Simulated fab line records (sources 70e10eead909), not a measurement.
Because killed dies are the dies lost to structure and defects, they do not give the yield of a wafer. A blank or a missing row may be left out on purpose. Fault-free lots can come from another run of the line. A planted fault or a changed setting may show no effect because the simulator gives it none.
Which tool did it? / flow nand_harc / Sampling: 12 lots, 36 wafers, 3 of 1302 route steps

WHAT EACH GAUGE READ, for each wafer
NHARC_P_STI_OVL_MEAS_10.
lot=L075; measured=day 2 08:11; on=overlay-02; overlay_x_nm (nm)=-16 -17 -17
lot=L077; measured=day 3 06:00; on=overlay-01; overlay_x_nm (nm)=-3 -2 -2
lot=L079; measured=day 3 20:25; on=overlay-02; overlay_x_nm (nm)=-5 -4 -4
lot=L081; measured=day 4 18:32; on=overlay-01; overlay_x_nm (nm)=-6 -5 -6
lot=L083; measured=day 5 18:59; on=overlay-02; overlay_x_nm (nm)=0 0 -1
lot=L085; measured=day 6 08:47; on=overlay-02; overlay_x_nm (nm)=-5 -5 -5
lot=L087; measured=day 7 05:39; on=overlay-01; overlay_x_nm (nm)=7 7 7
lot=L089; measured=day 8 02:02; on=overlay-02; overlay_x_nm (nm)=-3 -3 -3
lot=L091; measured=day 8 22:27; on=overlay-02; overlay_x_nm (nm)=1 1 1
lot=L093; measured=day 9 18:25; on=overlay-01; overlay_x_nm (nm)=8 8 8
lot=L095; measured=day 10 17:01; on=overlay-01; overlay_x_nm (nm)=-2 -2 -2
lot=L097; measured=day 11 08:00; on=overlay-01; overlay_x_nm (nm)=-4 -4 -3

TOOL THAT RAN EACH LOT (tool first, then ch and the chambers of the sampled wafers, then the start)
lot=L075; NHARC_P_ZERO_WELL_ETCH_62=rie_diel-07 ch 0,3, day 1 11:46 or earlier; NHARC_P_ZERO_WELL_DESCUM_39=rie_diel-07 ch 0,1, day 1 11:46
lot=L077; NHARC_P_ZERO_WELL_ETCH_62=rie_diel-01 ch 1,3, day 2 11:35 or earlier; NHARC_P_ZERO_WELL_DESCUM_39=rie_diel-01 ch 0,1,3, day 2 11:35
lot=L079; NHARC_P_ZERO_WELL_ETCH_62=rie_diel-08 ch 1,2, day 3 02:44 or earlier; NHARC_P_ZERO_WELL_DESCUM_39=rie_diel-08 ch 0,1, day 3 02:44
lot=L081; NHARC_P_ZERO_WELL_ETCH_62=rie_diel-01 ch 0,1, day 3 22:25 or earlier; NHARC_P_ZERO_WELL_DESCUM_39=rie_diel-01 ch 0,1,2, day 3 22:25
lot=L083; NHARC_P_ZERO_WELL_ETCH_62=rie_diel-07 ch 1,2,3, day 5 00:14 or earlier; NHARC_P_ZERO_WELL_DESCUM_39=rie_diel-08 ch 1,2, day 5 00:14
lot=L085; NHARC_P_ZERO_WELL_ETCH_62=rie_diel-07 ch 0,1, day 5 14:22 or earlier; NHARC_P_ZERO_WELL_DESCUM_39=rie_diel-07 ch 0,2,3, day 5 14:22
lot=L087; NHARC_P_ZERO_WELL_ETCH_62=rie_diel-07 ch 1,2,3, day 6 10:24 or earlier; NHARC_P_ZERO_WELL_DESCUM_39=rie_diel-08 ch 0,2,3, day 6 10:24
lot=L089; NHARC_P_ZERO_WELL_ETCH_62=rie_diel-07 ch 0,1,2, day 7 08:08 or earlier; NHARC_P_ZERO_WELL_DESCUM_39=rie_diel-01 ch 0,2,3, day 7 08:08
lot=L091; NHARC_P_ZERO_WELL_ETCH_62=rie_diel-01 ch 1,3, day 8 02:30 or earlier; NHARC_P_ZERO_WELL_DESCUM_39=rie_diel-01 ch 1,3, day 8 02:30
lot=L093; NHARC_P_ZERO_WELL_ETCH_62=rie_diel-08 ch 0,1,2, day 8 23:11 or earlier; NHARC_P_ZERO_WELL_DESCUM_39=rie_diel-08 ch 0,1,3, day 8 23:11
lot=L095; NHARC_P_ZERO_WELL_ETCH_62=rie_diel-08 ch 0,2,3, day 9 18:23 or earlier; NHARC_P_ZERO_WELL_DESCUM_39=rie_diel-08 ch 0,1, day 9 18:23
lot=L097; NHARC_P_ZERO_WELL_ETCH_62=rie_diel-07 ch 0,1,3, day 10 14:07 or earlier; NHARC_P_ZERO_WELL_DESCUM_39=rie_diel-07 ch 0,1,3, day 10 14:07
- NHARC_P_ZERO_WELL_ETCH_62: etches the open film in CHF3/Ar, target depth 13 nm, time 6.5 s.
- NHARC_P_ZERO_WELL_DESCUM_39: chemistry O2, time 3 s.

THE ANSWER, worked out from the rows above alone
Rule: the usual values come from the lots themselves. Put in order of their means at a reading, lots are off if they are a third of the lots or fewer, leave a main group of 4 or more, and stand apart from it by a gap of 3 or more times the standard deviation of the main group's means; of several such gaps the widest counts. The tables above print the reading to a certain number of digits; a main group whose means all agree to those digits is not used. Also off: a lot with no number at a reading for which 4 or more lots have one. Any other lot the step has rows for is counted as sound.
None of the lots is off at any reading shown; this tells nothing.

WHAT THE SIMULATOR HAD INSERTED
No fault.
